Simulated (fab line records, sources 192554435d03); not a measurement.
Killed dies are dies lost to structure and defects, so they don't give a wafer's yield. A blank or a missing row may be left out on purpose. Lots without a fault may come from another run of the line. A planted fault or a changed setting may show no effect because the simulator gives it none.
fab line records | flow n5_finfet
record lots=24 wafers=72 last_day=20
route steps=1938 shown BEOL_M15@1789 PASS1_DEP@1831 MIM_TOP@1834 PASS1_CAP@1873
lots that met no fault: from a run of the same line without faults
start_h: hours from the record's first day to the start of the lot's first wafer shown | wait_h: hours since the lot's step before | " the same as in the row above | L1.1+2: a row that stands for several wafers | - no value, or no start given | * or withheld: withheld | < > ~ a bound
route shown NAME@n: a module of which the file shows steps, and the number in the route of the first | usual: mean/standard deviation of fault-free wafers | same: alike in all rows | chamber/n: place in a boat | sites: the reading at each site | _std_site: their standard deviation | _edge_site: outer sites' mean less inner sites' | radius_mm: how far each site lies from the wafer's centre | mask NAME#n: copy n | behind: the tool/chamber that last shaped the wafer | hold: why the lot was held/for how many hours/how that ended | device: the transistor (n, p or np) that didn't switch | end of line: the same wafers' tests at the end of the route | a step without rows: its recipe alone | killed: dies lost to structure and defects at the first sort, not the wafer's yield | map: a wafer's dies, x killed, . not, _ none there
set.NAME: the setting as run; set.NAME@STEP: as run at that earlier step | model.NAME: the simulator's own value behind a step, which no gauge read
steps of the route over a sample of lots; a table a step, a row a wafer
services: from which hour (start_h, from the record's first day; less than 0 if before it) a tool's chamber was out of use, for how many hours, and why
## steps
# step N5_BEOL_M15_STRIP_63
# recipe chemistry=O2 power_w=600 temp_c=60 pressure_mtorr=30 rf_frequency_hz=6e+07 bias_power_w=0 overash_fraction=0.3 o2_flow_sccm=225
# usual drypump_motor_current_A=5.6/0.39 oes_product_au=0.79/0.078 rf_vpp_V=3.7/0.77 showerhead_plenum_p_Torr=2.10/0.072 throttle_valve_pct=16.70/0.19
# same bias_power_w=0
# columns lot.wafer tool chamber start_h wait_h drypump_motor_current_A oes_product_au rf_hours_counter_h rf_vpp_V showerhead_plenum_p_Torr throttle_valve_pct
L074.2 rie_diel-02 1 - - 5.4 0.84 95 3.5 2.20 16.47
L074.3 " 3 " " 5.6 0.72 226 3.3 1.95 16.79
L074.5 " 1 " " 5.5 0.81 - 3.9 2.20 16.44
L075.3 rie_diel-03 0 - - 6.0 0.84 71 4.0 2.13 16.62
L075.5 " 0 " " 6.0 0.83 - 3.4 2.13 16.60
L075.6 " 3 " " 4.9 0.72 - 5.1 2.16 17.01
L078.1 rie_diel-03 3 - - 4.9 0.72 208 3.2 2.16 17.02
L078.3 " 0 " " 6.0 0.81 73 4.0 2.13 16.62
L078.6 " 1 " " 6.5 0.75 - 4.6 2.11 16.95
L076.1 rie_diel-06 2 - - 5.8 0.77 140 3.3 1.95 16.83
L076.4 " 1 " " 5.3 0.80 100 3.5 2.11 16.69
L076.5 " 3 " " 5.8 0.67 - 3.3 2.04 16.81
L077.1 rie_diel-02 3 - - 5.6 0.70 238 3.4 1.95 16.77
L077.4 " 1 " " 5.4 0.82 108 4.2 2.19 16.48
L077.5 " 3 " " 5.6 0.71 - 2.9 1.95 16.80
L079.1 rie_diel-02 0 - - 5.5 0.77 144 3.5 2.02 16.63
L079.4 " 3 " " 5.6 0.71 - 3.3 1.95 16.79
L079.6 " 2 " " 5.5 0.70 - 2.6 2.08 16.84
L083.2 rie_diel-06 3 - - 5.8 0.66 237 3.5 2.04 16.82
L083.5 " 0 " " 5.5 0.84 - 3.6 2.07 16.55
L083.6 " 1 " " 5.4 0.81 - 2.5 2.10 16.71
L082.2 rie_diel-06 1 - - 5.4 0.80 106 3.5 2.10 16.70
L082.4 " 2 " " 5.9 0.76 146 3.8 1.95 16.85
L082.5 " 1 " " 5.4 0.80 - 2.5 2.10 16.72
L080.1 rie_diel-06 1 - - 5.4 0.80 110 3.9 2.10 16.75
L080.3 " 0 " " 5.5 0.85 65 4.0 2.07 16.55
L080.6 " 0 " " 5.5 0.85 - 4.0 2.07 16.57
L084.1 rie_diel-03 1 - - 6.5 0.73 204 4.9 2.11 16.97
L084.4 " 3 " " 4.9 0.71 221 5.0 2.15 17.04
L084.6 " 1 " " 6.5 0.73 - 2.7 2.11 16.94
L081.2 rie_diel-03 0 - - 6.0 0.81 86 3.1 2.12 16.66
L081.3 " 2 " " 5.4 0.88 15 5.5 2.17 16.53
L081.4 " 1 " " 6.4 0.73 205 2.5 2.11 16.95
L085.1 rie_diel-03 0 - - 6.0 0.80 88 2.8 2.12 16.66
L085.2 " 2 " " 5.4 0.88 16 3.3 2.17 16.52
L085.4 " 3 " " 4.9 0.70 224 5.5 2.15 17.03
L088.1 rie_diel-03 3 - - 4.9 0.71 226 3.1 2.15 17.04
L088.2 " 2 " " 5.4 0.88 19 3.1 2.17 16.51
L088.6 " 0 " " 6.0 0.80 - 4.2 2.12 16.66
L087.1 rie_diel-02 2 - - 5.5 0.70 241 2.9 2.08 16.86
L087.2 " 1 " " 5.4 0.80 125 4.4 2.19 16.53
L087.4 " 3 " " 5.7 0.97 2 3.7 2.21 16.36
L089.1 rie_diel-02 3 - - 5.7 0.96 4 3.4 2.21 16.34
L089.2 " 1 " " 5.4 0.79 127 3.3 2.19 16.44
L089.6 " 0 " " 5.5 0.75 - 3.3 2.01 16.63
L086.2 rie_diel-06 0 - - 5.5 0.84 84 3.2 2.07 16.58
L086.4 " 0 " " 5.5 0.83 - 3.2 2.07 16.59
L086.6 " 2 " " 5.8 0.75 - 3.3 1.95 16.88
L091.1 rie_diel-02 3 - - 5.7 0.95 6 3.8 2.20 16.37
L091.4 " 1 " " 5.4 0.79 130 3.5 2.18 16.49
L091.5 " 0 " " 5.5 0.75 - 2.7 2.01 16.65
L093.3 rie_diel-03 1 - - 6.5 0.74 213 4.5 2.11 16.97
L093.4 " 2 " " 5.4 0.88 23 4.7 2.17 16.53
L093.6 " 3 " " 4.9 0.71 - 3.9 2.15 17.06
L092.1 rie_diel-03 2 - - 5.4 0.87 25 4.2 2.17 16.52
L092.3 " 3 " " 4.9 0.70 232 3.8 2.15 17.04
L092.5 " 3 " " 4.9 0.69 - 2.5 2.15 17.05
L094.4 rie_diel-03 0 - - 6.0 0.79 100 3.7 2.12 16.70
L094.5 " 0 " " 6.0 0.79 - 2.1 2.12 16.67
L094.6 " 1 " " 6.4 0.73 - 2.4 2.11 16.97
L090.1 rie_diel-02 2 - - 5.5 1.00 4 2.7 2.07 16.51
L090.3 " 1 " " 5.4 0.77 145 3.1 2.18 16.54
L090.5 " 0 " " 5.5 0.74 - 3.5 2.00 16.68
L097.1 rie_diel-02 3 - - 5.7 0.89 25 3.9 2.20 16.41
L097.4 " 0 " " 5.5 0.74 183 3.8 2.00 16.67
L097.6 " 2 " " 5.6 0.98 - 2.9 2.07 16.54
L096.2 rie_diel-02 0 - - 5.5 0.74 183 3.9 2.00 16.67
L096.3 " 1 " " 5.5 0.78 148 5.0 2.18 16.55
L096.4 " 2 " " 5.5 0.98 7 3.5 2.07 16.51
L095.2 rie_diel-06 0 - - 5.5 0.80 106 4.2 2.06 16.63
L095.4 " 2 " " 5.8 0.74 174 3.3 1.94 16.89
L095.5 " 2 " " 5.8 0.74 - 3.8 1.94 16.89
# step N5_BEOL_M15_STRIP_37
# recipe chemistry=O2 power_w=600 temp_c=60 pressure_mtorr=30 rf_frequency_hz=6e+07 bias_power_w=0 overash_fraction=0.3 o2_flow_sccm=225
# usual drypump_motor_current_A=5.6/0.34 oes_product_au=0.79/0.081 rf_vpp_V=3.6/0.59 showerhead_plenum_p_Torr=2.09/0.074 throttle_valve_pct=16.68/0.19
# same bias_power_w=0
# columns lot.wafer tool chamber start_h wait_h drypump_motor_current_A oes_product_au rf_hours_counter_h rf_vpp_V showerhead_plenum_p_Torr throttle_valve_pct
L074.2 rie_diel-06 0 - - 5.5 0.87 46 3.1 2.08 16.49
L074.3 " 3 " " 5.8 0.68 225 3.9 2.04 16.80
L074.5 " 0 " " 5.5 0.88 - 4.2 2.08 16.51
L075.3 rie_diel-06 1 - - 5.4 0.81 97 3.7 2.11 16.69
L075.5 " 3 " " 5.8 0.68 - 4.6 2.04 16.79
L075.6 " 0 " " 5.5 0.86 - 3.5 2.08 16.50
L078.1 rie_diel-03 1 - - 6.5 0.74 194 3.1 2.11 16.95
L078.3 " 3 " " 4.9 0.72 210 2.7 2.16 17.00
L078.6 " 3 " " 4.9 0.71 - 4.3 2.16 17.02
L076.1 rie_diel-03 0 - - 6.0 0.82 76 3.2 2.13 16.61
L076.4 " 3 " " 4.9 0.72 211 3.5 2.16 17.02
L076.5 " 3 " " 4.9 0.71 - 3.7 2.16 17.03
L077.1 rie_diel-03 2 - - 5.4 0.92 5 3.1 2.18 16.48
L077.4 " 1 " " 6.5 0.74 196 3.7 2.11 16.94
L077.5 " 1 " " 6.5 0.73 - 2.9 2.11 16.91
L079.1 rie_diel-06 3 - - 5.8 0.67 238 3.4 2.04 16.80
L079.4 " 1 " " 5.3 0.80 105 3.4 2.10 16.69
L079.6 " 2 " " 5.9 0.76 - 4.6 1.95 16.85
L083.2 rie_diel-02 3 - - 5.6 0.71 244 3.1 1.95 16.81
L083.5 " 3 " " 5.6 0.70 - 3.7 1.95 16.79
L083.6 " 0 " " 5.5 0.78 - 3.1 2.01 16.61
L082.2 rie_diel-02 2 - - 5.5 0.71 227 4.3 2.08 16.83
L082.4 " 3 " " 5.6 0.70 245 3.8 1.95 16.79
L082.5 " 1 " " 5.4 0.81 - 3.6 2.19 16.48
L080.1 rie_diel-06 3 - - 5.8 0.67 244 3.3 2.04 16.82
L080.3 " 0 " " 5.5 0.85 67 3.6 2.07 16.55
L080.6 " 1 " " 5.4 0.81 - 2.8 2.10 16.70
L084.1 rie_diel-03 2 - - 5.3 0.88 15 3.7 2.17 16.51
L084.4 " 0 " " 6.0 0.81 87 4.7 2.12 16.63
L084.6 " 1 " " 6.5 0.75 - 2.9 2.11 16.96
L081.2 rie_diel-02 1 - - 5.5 0.80 120 3.9 2.19 16.49
L081.3 " 2 " " 5.6 0.70 236 3.5 2.08 16.87
L081.4 " 1 " " 5.4 0.79 - 3.7 2.19 16.49
L085.1 rie_diel-02 2 - - 5.5 0.69 238 3.3 2.08 16.87
L085.2 " 0 " " 5.5 0.76 156 3.0 2.01 16.60
L085.4 " 2 " " 5.6 0.70 - 3.8 2.08 16.85
L088.1 rie_diel-02 1 - - 5.4 0.79 126 4.1 2.19 16.52
L088.2 " 3 " " 5.7 0.94 3 3.2 2.21 16.34
L088.6 " 0 " " 5.5 0.76 - 4.7 2.01 16.64
L087.1 rie_diel-06 0 - - 5.5 0.83 80 3.4 2.07 16.59
L087.2 " 1 " " 5.4 0.79 125 3.8 2.10 16.76
L087.4 " 2 " " 5.8 0.76 - 4.1 1.95 16.85
L089.1 rie_diel-02 3 - - 5.7 0.95 5 3.0 2.20 16.34
L089.2 " 1 " " 5.4 0.80 128 4.0 2.19 16.50
L089.6 " 0 " " 5.5 0.76 - 5.0 2.01 16.64
L086.2 rie_diel-02 0 - - 5.5 0.75 169 2.6 2.01 16.64
L086.4 " 2 " " 5.5 0.68 250 3.3 2.07 16.88
L086.6 " 3 " " 5.6 0.92 - 5.0 2.20 16.37
L091.1 rie_diel-06 0 - - 5.5 0.82 89 4.4 2.06 16.57
L091.4 " 2 " " 5.9 0.74 159 3.3 1.95 16.86
L091.5 " 2 " " 5.8 0.75 - 3.5 1.95 16.87
L093.3 rie_diel-06 1 - - 5.4 0.77 139 4.1 2.09 16.77
L093.4 " 3 " " 5.8 0.94 9 3.6 2.03 16.40
L093.6 " 3 " " 5.8 0.94 - 3.4 2.03 16.40
L092.1 rie_diel-06 1 - - 5.4 0.80 141 2.7 2.09 16.76
L092.3 " 3 " " 5.8 0.95 11 2.9 2.03 16.42
L092.5 " 3 " " 5.8 0.95 - 4.5 2.03 16.38
L094.4 rie_diel-03 1 - - 6.5 0.72 221 3.6 2.11 16.98
L094.5 " 1 " " 6.4 0.73 - 4.4 2.10 17.00
L094.6 " 2 " " 5.4 0.86 - 3.7 2.17 16.55
L090.1 rie_diel-03 0 - - 6.0 0.79 108 4.0 2.11 16.66
L090.3 " 2 " " 5.4 0.85 37 4.6 2.17 16.56
L090.5 " 2 " " 5.4 0.85 - 3.8 2.17 16.56
L097.1 rie_diel-03 1 - - 6.5 0.72 222 3.4 2.10 16.97
L097.4 " 3 " " 4.9 0.69 246 2.2 2.15 17.08
L097.6 " 0 " " 6.0 0.79 - 3.2 2.11 16.69
L096.2 rie_diel-02 2 - - 5.5 0.98 9 3.2 2.07 16.53
L096.3 " 3 " " 5.7 0.88 27 4.1 2.20 16.40
L096.4 " 2 " " 5.5 0.98 - 4.8 2.07 16.55
L095.2 rie_diel-02 0 - - 5.5 0.74 189 4.1 2.00 16.68
L095.4 " 3 " " 5.7 0.88 31 3.5 2.20 16.41
L095.5 " 2 " " 5.5 0.96 - 3.0 2.07 16.52
# step N5_PASSIVATION_PECVD_00
# recipe material=SiO2 target_thk_a=2000 temp_c=400 precursor=SiH4/N2O pressure_torr=2.7 rf_w=608 time_s=11.2
# usual heater_power_w=772/110 showerhead_plenum_p_Torr=8.22/0.13 throttle_valve_pct=52/4.5
# columns lot.wafer tool chamber start_h wait_h heater_power_w showerhead_plenum_p_Torr since_wet_clean_h throttle_valve_pct
L074.2 pecvd-03 0 287.89 0.7 857 8.29 992 60
L074.3 " 1 " " 662 8.27 1717 49
L074.5 " 1 " " 673 8.28 - 49
L075.3 pecvd-03 2 306.61 0.5 948 8.06 254 51
L075.5 " 0 " " 814 8.33 - 60
L075.6 " 1 " " 681 8.26 - 49
L078.1 pecvd-02 2 318.96 0.8 804 8.28 88 46
L078.3 " 1 " " 793 8.19 1567 53
L078.6 " 0 " " 856 8.31 - 53
L076.1 pecvd-02 0 320.77 0.8 864 8.30 843 52
L076.4 " 2 " " 757 8.28 - 46
L076.5 " 0 " " 867 8.31 - 53
L077.1 pecvd-03 1 324.18 0.8 710 8.29 1753 49
L077.4 " 1 " " 720 8.28 - 49
L077.5 " 2 " " 948 8.04 - 51
L079.1 pecvd-02 1 331.95 0.8 728 8.17 1580 53
L079.4 " 0 " " 928 8.31 - 53
L079.6 " 1 " " 724 8.19 - 53
L083.2 pecvd-04 2 333.36 0.7 765 7.99 646 51
L083.5 " 1 " " 680 8.17 - 63
L083.6 " 0 " " 693 8.38 - 53
L082.2 pecvd-02 1 337.75 0.7 784 8.18 1585 54
L082.4 " 1 " " 809 8.18 - 53
L082.5 " 0 " " 917 8.30 - 53
L080.1 pecvd-04 2 347.91 0.8 786 7.95 660 51
L080.3 " 0 " " 647 8.40 1414 53
L080.6 " 1 " " 628 8.17 - 63
L084.1 pecvd-04 1 361.68 0.8 615 8.18 2153 64
L084.4 " 0 " " 664 8.37 - 53
L084.6 " 1 " " 605 8.17 - 64
L081.2 pecvd-03 1 364.74 0.7 671 8.29 1794 49
L081.3 " 2 " " 880 8.05 312 52
L081.4 " 2 " " 920 8.05 - 51
L085.1 pecvd-04 1 367.72 0.8 679 8.16 2159 64
L085.2 " 0 " " 653 8.38 1434 53
L085.4 " 1 " " 681 8.19 - 64
L088.1 pecvd-03 1 380.04 0.8 722 8.29 1809 49
L088.2 " 0 " " 853 8.33 1084 61
L088.6 " 2 " " 977 8.04 - 51
L087.1 pecvd-02 2 380.97 0.8 860 8.28 150 46
L087.2 " 1 " " 733 8.20 1629 53
L087.4 " 2 " " 840 8.30 - 46
L089.1 pecvd-02 0 387.03 0.8 865 8.29 910 53
L089.2 " 1 " " 720 8.18 1635 53
L089.6 " 1 " " 735 8.19 - 53
L086.2 pecvd-02 0 403.99 0.7 854 8.32 927 53
L086.4 " 0 " " 911 8.30 - 53
L086.6 " 2 " " 823 8.28 - 46
L091.1 pecvd-02 0 404.78 0.8 904 8.32 927 53
L091.4 " 1 " " 820 8.18 - 53
L091.5 " 0 " " 924 8.31 - 53
L093.3 pecvd-04 2 417.04 0.5 763 7.95 729 51
L093.4 " 2 " " 763 7.95 - 51
L093.6 " 1 " " 582 8.15 - 49
L092.1 pecvd-04 0 424.99 0.8 581 8.38 1491 53
L092.3 " 1 " " 653 8.16 9 49
L092.5 " 1 " " 655 8.15 - 49
L094.4 pecvd-04 2 437.97 0.4 603 7.97 - 51
L094.5 " 0 " " 579 8.38 - 53
L094.6 " 1 " " 530 8.16 - 50
L090.1 pecvd-03 0 456.28 0.8 846 8.30 1160 60
L090.3 " 0 " " 842 8.33 - 60
L090.5 " 0 " " 890 8.31 - 61
L097.1 pecvd-02 1 461.40 0.8 702 8.17 1709 54
L097.4 " 2 " " 836 8.29 - 46
L097.6 " 1 " " 707 8.17 - 53
L096.2 pecvd-04 2 462.97 0.7 753 7.97 775 52
L096.3 " 0 " " 642 8.39 1529 53
L096.4 " 1 " " 653 8.19 - 50
L095.2 pecvd-03 1 475.46 0.7 598 8.31 1904 49
L095.4 " 1 " " 613 8.30 - 49
L095.5 " 0 " " 851 8.31 - 60
# step N5_MIM_TOP_ALD_00
# recipe material=Al2O3 target_thk_a=* temp_c=withheld ald_precursor_family=TMA ald_co_reactant=O3 pulse_time_s=withheld purge_time_s=3 co_reactant_purge_time_s=withheld co_reactant_pulse_time_s=3 ald_cycles=withheld
# usual precursor_pulse_height_rel=1.001/0.02
# columns lot.wafer tool chamber start_h wait_h precursor_pulse_height_rel
L074.2 ald_hk-03 0 288.57 0.1 0.992
L074.3 " 2 " " 0.996
L074.5 " 3 " " 1.018
L075.3 ald_hk-01 0 307.26 0.1 1.021
L075.5 " 3 " " 0.998
L075.6 " 2 " " 0.983
L078.1 ald_hk-01 3 321.48 0.1 1.002
L078.3 " 2 " " 0.997
L078.6 " 0 " " 1.014
L076.1 ald_hk-03 1 321.84 0.1 1.020
L076.4 " 0 " " 0.981
L076.5 " 2 " " 1.019
L077.1 ald_hk-03 2 325.45 0.1 0.973
L077.4 " 3 " " 1.020
L077.5 " 1 " " 1.007
L079.1 ald_hk-02 1 332.37 0.1 0.995
L079.4 " 3 " " 0.984
L079.6 " 3 " " 1.011
L083.2 ald_hk-03 2 334.70 0.1 0.987
L083.5 " 3 " " 1.033
L083.6 " 0 " " 1.020
L082.2 ald_hk-03 3 338.38 0.1 1.033
L082.4 " 0 " " 1.031
L082.5 " 0 " " 1.020
L080.1 ald_hk-03 0 348.64 0.1 0.998
L080.3 " 3 " " 0.978
L080.6 " 3 " " 1.017
L084.1 ald_hk-02 1 362.37 0.1 1.008
L084.4 " 0 " " 0.982
L084.6 " 0 " " 0.992
L081.2 ald_hk-03 0 365.29 0.1 0.989
L081.3 " 3 " " 0.987
L081.4 " 2 " " 0.991
L085.1 ald_hk-01 0 368.35 0.1 0.959
L085.2 " 3 " " 1.012
L085.4 " 1 " " 1.000
L088.1 ald_hk-02 3 384.25 0.1 0.963
L088.2 " 2 " " 0.976
L088.6 " 0 " " 0.980
L087.1 ald_hk-03 2 384.37 0.1 1.015
L087.2 " 0 " " 1.028
L087.4 " 3 " " 1.008
L089.1 ald_hk-01 0 387.87 0.1 0.988
L089.2 " 2 " " 0.987
L089.6 " 2 " " 1.030
L086.2 ald_hk-02 2 405.53 0.1 0.975
L086.4 " 1 " " 1.007
L086.6 " 2 " " 0.995
L091.1 ald_hk-03 0 405.91 0.1 1.002
L091.4 " 3 " " 0.985
L091.5 " 3 " " 0.961
L093.3 ald_hk-01 3 419.76 0.1 1.055
L093.4 " 2 " " 0.993
L093.6 " 2 " " 0.997
L092.1 ald_hk-02 0 426.10 0.1 0.998
L092.3 " 1 " " 0.993
L092.5 " 1 " " 1.017
L094.4 ald_hk-03 1 446.98 0.1 0.961
L094.5 " 0 " " 0.996
L094.6 " 3 " " 1.024
L090.1 ald_hk-01 3 457.52 0.1 1.017
L090.3 " 2 " " 1.004
L090.5 " 1 " " 1.016
L097.1 ald_hk-01 0 464.28 0.1 0.972
L097.4 " 3 " " 1.020
L097.6 " 1 " " 0.986
L096.2 ald_hk-02 0 464.42 0.1 1.004
L096.3 " 1 " " 0.992
L096.4 " 3 " " 0.983
L095.2 ald_hk-02 0 476.10 0.1 0.957
L095.4 " 2 " " 1.001
L095.5 " 2 " " 1.017
# step N5_MIM_TOP_SPUTTER_03
# recipe material=TiN target_thk_a=350 temp_c=200 power_w=3000 chamber_pressure_pa=0.49996 gas=Ar reactive_partial_pa=0.37997 time_s=89.7
# usual throttle_valve_pct=29.6/0.87
# columns lot.wafer tool chamber start_h wait_h throttle_valve_pct
L074.2 pvd_sputter-01 - 289.21 0.0 28.9
L074.3 " - " " 30.6
L074.5 " - " " 28.4
L075.3 pvd_sputter-03 - 308.14 0.0 28.9
L075.5 " - " " 28.4
L075.6 " - " " 29.2
L078.1 pvd_sputter-03 - 322.49 0.0 29.1
L078.3 " - " " 29.6
L078.6 " - " " 28.9
L076.1 pvd_sputter-02 - 322.85 0.0 29.1
L076.4 " - " " 28.8
L076.5 " - " " 30.3
L077.1 pvd_sputter-02 - 326.12 0.0 29.0
L077.4 " - " " 29.5
L077.5 " - " " 29.0
L079.1 pvd_sputter-02 - 333.62 0.0 30.6
L079.4 " - " " 29.1
L079.6 " - " " 28.7
L083.2 pvd_sputter-02 - 335.96 0.0 29.2
L083.5 " - " " 28.9
L083.6 " - " " 30.4
L082.2 pvd_sputter-01 - 338.94 0.0 30.5
L082.4 " - " " 28.4
L082.5 " - " " 28.9
L080.1 pvd_sputter-02 - 349.34 0.0 29.0
L080.3 " - " " 30.6
L080.6 " - " " 28.9
L084.1 pvd_sputter-03 - 364.55 0.0 29.9
L084.4 " - " " 31.3
L084.6 " - " " 30.8
L081.2 pvd_sputter-02 - 365.78 0.0 29.6
L081.3 " - " " 30.4
L081.4 " - " " 29.1
L085.1 pvd_sputter-03 - 368.94 0.0 29.2
L085.2 " - " " 31.3
L085.4 " - " " 28.5
L088.1 pvd_sputter-03 - 385.17 0.0 31.4
L088.2 " - " " 29.8
L088.6 " - " " 29.1
L087.1 pvd_sputter-02 - 387.51 0.0 29.2
L087.2 " - " " 30.5
L087.4 " - " " 29.8
L089.1 pvd_sputter-03 - 388.37 0.0 29.1
L089.2 " - " " 29.7
L089.6 " - " " 28.5
L086.2 pvd_sputter-03 - 406.39 0.0 29.8
L086.4 " - " " 28.7
L086.6 " - " " 30.1
L091.1 pvd_sputter-03 - 407.33 0.0 31.3
L091.4 " - " " 28.7
L091.5 " - " " 29.1
L093.3 pvd_sputter-02 - 421.59 0.0 30.3
L093.4 " - " " 29.6
L093.6 " - " " 29.6
L092.1 pvd_sputter-03 - 426.83 0.0 28.8
L092.3 " - " " 30.1
L092.5 " - " " 31.3
L094.4 pvd_sputter-03 - 447.92 0.0 31.4
L094.5 " - " " 29.4
L094.6 " - " " 28.3
L090.1 pvd_sputter-03 - 458.34 0.0 30.0
L090.3 " - " " 28.5
L090.5 " - " " 29.0
L097.1 pvd_sputter-02 - 467.24 0.0 29.4
L097.4 " - " " 29.7
L097.6 " - " " 29.5
L096.2 pvd_sputter-02 - 467.36 0.0 29.4
L096.3 " - " " 29.1
L096.4 " - " " 29.7
L095.2 pvd_sputter-03 - 478.60 0.0 28.4
L095.4 " - " " 29.2
L095.5 " - " " 29.9
# step N5_PASSIVATION_PECVD_55
# recipe material=SiO2 target_thk_a=4000 temp_c=400 precursor=SiH4/N2O pressure_torr=2.7 rf_w=608 time_s=22.5
# usual heater_power_w=708/130 showerhead_plenum_p_Torr=8.19/0.13 throttle_valve_pct=53/4.3
# columns lot.wafer tool chamber start_h wait_h heater_power_w showerhead_plenum_p_Torr since_wet_clean_h throttle_valve_pct
L074.2 pecvd-04 1 291.64 0.0 700 8.19 2083 64
L074.3 " 2 " " 662 7.95 604 50
L074.5 " 2 " " 678 7.94 - 50
L075.3 pecvd-04 1 310.49 0.0 724 8.17 2102 64
L075.5 " 0 " " 562 8.38 - 53
L075.6 " 2 " " 608 7.96 - 51
L078.1 pecvd-01 2 324.97 0.0 742 8.15 437 49
L078.3 " 0 " " 641 8.14 1210 54
L078.6 " 2 " " 778 8.17 - 50
L076.1 pecvd-03 2 325.51 0.0 1058 8.05 273 51
L076.4 " 2 " " 861 8.06 - 51
L076.5 " 2 " " 872 8.03 - 51
L077.1 pecvd-04 0 328.48 0.0 720 8.39 1395 53
L077.4 " 1 " " 687 8.19 - 63
L077.5 " 0 " " 576 8.37 - 53
L079.1 pecvd-01 1 336.15 0.0 539 8.17 1946 52
L079.4 " 0 " " 674 8.12 - 54
L079.6 " 1 " " 559 8.16 - 52
L083.2 pecvd-03 2 338.62 0.0 1011 8.04 286 51
L083.5 " 2 " " 844 8.03 - 51
L083.6 " 0 " " 797 8.34 - 60
L082.2 pecvd-01 2 341.17 0.0 766 8.17 453 49
L082.4 " 0 " " 541 8.14 - 54
L082.5 " 2 " " 614 8.17 - 49
L080.1 pecvd-03 0 351.67 0.0 774 8.32 1056 60
L080.3 " 1 " " 697 8.27 1781 49
L080.6 " 2 " " 981 8.06 - 51
L084.1 pecvd-03 1 368.65 0.0 728 8.30 1798 49
L084.4 " 2 " " 940 8.07 - 51
L084.6 " 0 " " 784 8.30 - 60
L081.2 pecvd-04 1 369.69 0.0 681 8.20 2161 64
L081.3 " 0 " " 686 8.37 1436 53
L081.4 " 0 " " 716 8.39 - 53
L085.1 pecvd-04 2 371.76 0.0 718 7.96 684 51
L085.2 " 0 " " 601 8.37 1438 53
L085.4 " 1 " " 654 8.18 - 64
L088.1 pecvd-01 0 387.92 0.0 593 8.14 1273 54
L088.2 " 2 " " 715 8.19 499 49
L088.6 " 0 " " 615 8.13 - 54
L087.1 pecvd-03 2 390.21 0.0 907 8.07 338 52
L087.2 " 0 " " 809 8.30 1094 61
L087.4 " 0 " " 821 8.32 - 60
L089.1 pecvd-03 0 390.64 0.0 764 8.30 1095 60
L089.2 " 1 " " 714 8.28 1820 49
L089.6 " 0 " " 768 8.31 - 60
L086.2 pecvd-03 0 408.97 0.0 805 8.32 1113 60
L086.4 " 2 " " 895 8.05 - 52
L086.6 " 1 " " 656 8.26 - 49
L091.1 pecvd-01 1 409.70 0.0 473 8.15 2020 52
L091.4 " 1 " " 497 8.15 - 52
L091.5 " 2 " " 722 8.16 - 49
L093.3 pecvd-03 1 424.02 0.0 653 8.28 1853 49
L093.4 " 2 " " 990 8.04 - 52
L093.6 " 0 " " 756 8.30 - 60
L092.1 pecvd-04 2 429.03 0.0 711 7.98 741 51
L092.3 " 2 " " 703 7.95 - 52
L092.5 " 0 " " 585 8.39 - 53
L094.4 pecvd-01 2 450.46 0.0 632 8.17 - 50
L094.5 " 0 " " 610 8.12 - 54
L094.6 " 1 " " 516 8.15 - 52
L090.1 pecvd-03 1 461.01 0.0 724 8.28 1890 49
L090.3 " 0 " " 792 8.30 1165 60
L090.5 " 1 " " 747 8.30 - 49
L097.1 pecvd-04 0 469.69 0.0 670 8.39 1536 53
L097.4 " 0 " " 685 8.38 - 53
L097.6 " 0 " " 722 8.36 - 53
L096.2 pecvd-04 1 469.94 0.0 666 8.16 54 50
L096.3 " 0 " " 628 8.38 - 53
L096.4 " 1 " " 668 8.16 - 50
L095.2 pecvd-04 0 481.87 0.0 728 8.37 1548 53
L095.4 " 0 " " 726 8.40 - 53
L095.5 " 0 " " 571 8.37 - 53
## services
# columns tool chamber start_h hours kind
pecvd-02 - 270.32 28.1 pm
ald_hk-01 - 290.00 6.0 pm
pecvd-01 - 295.80 14.6 pm
pecvd-03 0 307.10 28.4 repair
ald_hk-02 - 308.73 0.7 repair
rie_diel-06 2 331.76 38.5 repair
ald_hk-01 - 360.50 0.5 repair
pecvd-01 1 366.46 4.7 repair
rie_diel-03 - 377.95 28.1 pm
pecvd-04 1 382.92 3.5 repair
rie_diel-02 - 383.26 0.5 repair
ald_hk-01 - 383.81 0.7 repair
pecvd-01 - 413.47 2.8 pm
pecvd-01 - 423.46 1.5 repair
pecvd-04 - 423.84 0.3 repair
pecvd-04 1 426.41 11.2 repair
pvd_sputter-02 - 431.19 14.6 repair
pecvd-02 - 434.33 0.7 repair
rie_diel-03 1 436.31 21.0 repair
rie_diel-06 - 440.85 5.4 repair
pecvd-03 1 440.96 16.0 repair
rie_diel-02 1 457.33 10.4 repair
pecvd-04 2 467.43 15.1 repair
pecvd-03 2 467.93 8.8 repair
## key
fault none
